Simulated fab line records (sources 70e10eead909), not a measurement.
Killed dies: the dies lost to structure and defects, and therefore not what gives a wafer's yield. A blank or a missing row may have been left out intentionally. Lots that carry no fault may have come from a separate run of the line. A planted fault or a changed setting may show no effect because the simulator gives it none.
Which tool was responsible? / flow nand harc / 39 wafers from 13 lots sampled at 6 of the route's 1159 steps

WHAT THE GAUGES READ, wafer by wafer
NHARC_P_ZERO_WELL_CD_MEAS_24: the cd target is 720 nm.
lot=L681; measured=day 1 14:28; on=cd sem-03; cd nm (nm)=719.5 719.9 720.7
lot=L682; measured=day 1 21:09; on=cd sem-03; cd nm (nm)=721.9 721.2 722.6
lot=L684; measured=day 2 08:38; on=cd sem-02; cd nm (nm)=- - -
lot=L690; measured=day 3 20:28; on=cd sem-01; cd nm (nm)=720.0 718.5 719.2
lot=L691; measured=day 4 02:22; on=cd sem-03; cd nm (nm)=720.6 720.4 719.1
lot=L693; measured=day 4 14:42; on=cd sem-01; cd nm (nm)=718.9 719.5 720.6
lot=L694; measured=day 4 20:28; on=cd sem-03; cd nm (nm)=718.6 718.7 720.3
lot=L696; measured=day 5 08:34; on=cd sem-03; cd nm (nm)=719.2 718.3 719.2
lot=L698; measured=day 5 20:36; on=cd sem-01; cd nm (nm)=720.2 719.9 720.1
lot=L701; measured=day 6 14:28; on=cd sem-02; cd nm (nm)=718.8 720.3 719.8
lot=L702; measured=day 6 20:40; on=cd sem-02; cd nm (nm)=722.7 721.0 720.3
lot=L703; measured=day 7 02:37; on=cd sem-03; cd nm (nm)=721.1 719.2 722.4
lot=L704; measured=day 7 08:23; on=cd sem-03; cd nm (nm)=720.1 718.6 721.2

NHARC_P_ZERO_WELL_INSPECT_43.
lot=L681; measured=day 1 19:26; on=defect inspect-02; raw defect count=16 11 8
lot=L682; measured=day 2 02:16; on=defect inspect-01; raw defect count=11 10 13
lot=L684; measured=day 2 13:35; on=defect inspect-01; raw defect count=15 18 17
lot=L690; measured=day 4 01:26; on=defect inspect-01; raw defect count=11 12 10
lot=L691; measured=day 4 07:23; on=defect inspect-01; raw defect count=12 21 13
lot=L693; measured=day 4 19:32; on=defect inspect-02; raw defect count=7 15 14
lot=L694; measured=day 5 01:32; on=defect inspect-01; raw defect count=17 14 9
lot=L696; measured=day 5 13:31; on=defect inspect-02; raw defect count=22 20 43
lot=L698; measured=day 6 01:35; on=defect inspect-02; raw defect count=13 10 7
lot=L701; measured=day 6 19:38; on=defect inspect-02; raw defect count=16 4 15
lot=L702; measured=day 7 01:47; on=defect inspect-01; raw defect count=2 11 11
lot=L703; measured=day 7 07:36; on=defect inspect-02; raw defect count=8 14 3
lot=L704; measured=day 7 13:30; on=defect inspect-01; raw defect count=16 17 15

NHARC_P_STI_OVL_MEAS_10.
lot=L681; measured=day 2 13:11; on=overlay-02; overlay x nm (nm)=3 3 4; overlay y nm (nm)=-1 -1 -2
lot=L682; measured=day 3 01:49; on=overlay-02; overlay x nm (nm)=10 9 9; overlay y nm (nm)=3 4 4
lot=L690; measured=day 4 19:47; on=overlay-02; overlay x nm (nm)=-7 -7 -8; overlay y nm (nm)=2 1 2
lot=L691; measured=day 4 19:58; on=overlay-01; overlay x nm (nm)=1 1 1; overlay y nm (nm)=-2 -2 -2
lot=L693; measured=day 5 11:06; on=overlay-01; overlay x nm (nm)=-1 -2 -1; overlay y nm (nm)=6 5 5
lot=L694; measured=day 5 17:02; on=overlay-02; overlay x nm (nm)=-7 -7 -7; overlay y nm (nm)=-2 -1 -2
lot=L696; measured=day 6 03:16; on=overlay-01; overlay x nm (nm)=-5 -5 -5; overlay y nm (nm)=-2 -2 -2
lot=L698; measured=day 6 19:40; on=overlay-02; overlay x nm (nm)=2 2 2; overlay y nm (nm)=-10 -11 -11
lot=L701; measured=day 7 08:05; on=overlay-01; overlay x nm (nm)=13 12 13; overlay y nm (nm)=-1 -1 -1
lot=L702; measured=day 7 17:36; on=overlay-01; overlay x nm (nm)=-7 -7 -7; overlay y nm (nm)=1 1 1
lot=L703; measured=day 8 01:26; on=overlay-01; overlay x nm (nm)=0 0 0; overlay y nm (nm)=-7 -7 -6
lot=L704; measured=day 8 01:16; on=overlay-01; overlay x nm (nm)=2 3 2; overlay y nm (nm)=4 4 4

NHARC_END_SORT_01.
lot=L684; measured=day 19 06:07; on=prober-01; killed at array=21 8 19; killed at other=1 0 0; killed at periphery=655 669 658; killed dies=677 677 677; killed open=5 3 1; killed short=4 1 0

EACH LOT AND THE TOOL THAT RAN IT (in order: tool; ch and the chambers of the sampled wafers; start)
lot=L681; NHARC_P_ZERO_WELL_EXPOSE_21=krf scanner-04 ch 0, day 1 14:18; NHARC_P_ZERO_WELL_RTA_42=rtp anneal-02 ch 0, day 1 18:46
lot=L682; NHARC_P_ZERO_WELL_EXPOSE_21=krf scanner-02 ch 0, day 1 20:59; NHARC_P_ZERO_WELL_RTA_42=rtp anneal-01 ch 0, day 2 01:42
lot=L684; NHARC_P_ZERO_WELL_EXPOSE_21=krf scanner-02 ch 0, day 2 08:28; NHARC_P_ZERO_WELL_RTA_42=rtp anneal-02 ch 0, day 2 13:08
lot=L690; NHARC_P_ZERO_WELL_EXPOSE_21=krf scanner-04 ch 0, day 3 20:19; NHARC_P_ZERO_WELL_RTA_42=rtp anneal-02 ch 0, day 4 00:52
lot=L691; NHARC_P_ZERO_WELL_EXPOSE_21=krf scanner-04 ch 0, day 4 02:13; NHARC_P_ZERO_WELL_RTA_42=rtp anneal-02 ch 0, day 4 06:41
lot=L693; NHARC_P_ZERO_WELL_EXPOSE_21=krf scanner-04 ch 0, day 4 14:32; NHARC_P_ZERO_WELL_RTA_42=rtp anneal-02 ch 0, day 4 18:52
lot=L694; NHARC_P_ZERO_WELL_EXPOSE_21=krf scanner-02 ch 0, day 4 20:19; NHARC_P_ZERO_WELL_RTA_42=rtp anneal-01 ch 0, day 5 00:52
lot=L696; NHARC_P_ZERO_WELL_EXPOSE_21=krf scanner-02 ch 0, day 5 08:25; NHARC_P_ZERO_WELL_RTA_42=rtp anneal-01 ch 0, day 5 12:50
lot=L698; NHARC_P_ZERO_WELL_EXPOSE_21=krf scanner-01 ch 0, day 5 20:27; NHARC_P_ZERO_WELL_RTA_42=rtp anneal-02 ch 0, day 6 01:01
lot=L701; NHARC_P_ZERO_WELL_EXPOSE_21=krf scanner-02 ch 0, day 6 14:19; NHARC_P_ZERO_WELL_RTA_42=rtp anneal-01 ch 0, day 6 19:15
lot=L702; NHARC_P_ZERO_WELL_EXPOSE_21=krf scanner-01 ch 0, day 6 20:31; NHARC_P_ZERO_WELL_RTA_42=rtp anneal-02 ch 0, day 7 01:13
lot=L703; NHARC_P_ZERO_WELL_EXPOSE_21=krf scanner-02 ch 0, day 7 02:28; NHARC_P_ZERO_WELL_RTA_42=rtp anneal-02 ch 0, day 7 07:08
lot=L704; NHARC_P_ZERO_WELL_EXPOSE_21=krf scanner-02 ch 0, day 7 08:14; NHARC_P_ZERO_WELL_RTA_42=rtp anneal-02 ch 0, day 7 13:02
- NHARC_P_ZERO_WELL_EXPOSE_21: exposes mask P NWELL, target cd 720 nm.
- NHARC_P_ZERO_WELL_RTA_42: time 300 s.

AS READ BY THE TOOLS THEMSELVES (means over the sampled wafers that have a number; for cases with no such wafer, the mark the record gives instead)
NHARC_P_ZERO_WELL_RTA_42.
lot=L681; tool=rtp anneal-02; lamp power pct (%)=33.1; wafer_temp_C_max=1103.2
lot=L682; tool=rtp anneal-01; lamp power pct (%)=37.4; wafer_temp_C_max=1107.4
lot=L684; tool=rtp anneal-02; lamp power pct (%)=33.0; wafer_temp_C_max=1102.7
lot=L690; tool=rtp anneal-02; lamp power pct (%)=33.1; wafer_temp_C_max=1103.1
lot=L691; tool=rtp anneal-02; lamp power pct (%)=33.2; wafer_temp_C_max=1103.3
lot=L693; tool=rtp anneal-02; lamp power pct (%)=33.2; wafer_temp_C_max=1102.4
lot=L694; tool=rtp anneal-01; lamp power pct (%)=37.4; wafer_temp_C_max=1106.5
lot=L696; tool=rtp anneal-01; lamp power pct (%)=37.3; wafer_temp_C_max=1107.3
lot=L698; tool=rtp anneal-02; lamp power pct (%)=33.2; wafer_temp_C_max=1103.3
lot=L701; tool=rtp anneal-01; lamp power pct (%)=37.5; wafer_temp_C_max=1105.9
lot=L702; tool=rtp anneal-02; lamp power pct (%)=33.2; wafer_temp_C_max=1102.2
lot=L703; tool=rtp anneal-02; lamp power pct (%)=33.2; wafer_temp_C_max=1101.9
lot=L704; tool=rtp anneal-02; lamp power pct (%)=33.2; wafer_temp_C_max=1102.9

THE ANSWER, worked out from the rows above alone
Rule: the usual values come from the lots themselves. The widest of any qualifying gaps counts: lots, ordered by their means at a reading, are off when they make up no more than a third of the lots, leave a main group of 4 or more, and stand apart from it by 3 or more times the standard deviation of that group's means. Not used: any main group whose means are identical at the precision the tables above print for the reading. A lot without any number at a reading at which 4 lots or more have one is off too. The other lots that the step has rows for count as sound. Order of review: gauges by route order, followed by the tools' own readings, for which a lot's mean as printed above is used. The first step at which some lot is off is used, and at that step the reading that is off furthest; a lot without a number counts as furthest.
Off: L684 (NHARC_P_ZERO_WELL_CD_MEAS_24, cd nm). Without a number there: L684. Main group: mean 720.1 nm, sd 0.86.
If a tool, at a process step before that reading, ran all the lots that are off and no sound lot after the first of them, it fits. Gauges at NHARC_P_ZERO_WELL_CD_MEAS_24: tried the same way as those tools. Not one of the candidates tried fits.

WHAT THE SIMULATOR HAD INSERTED
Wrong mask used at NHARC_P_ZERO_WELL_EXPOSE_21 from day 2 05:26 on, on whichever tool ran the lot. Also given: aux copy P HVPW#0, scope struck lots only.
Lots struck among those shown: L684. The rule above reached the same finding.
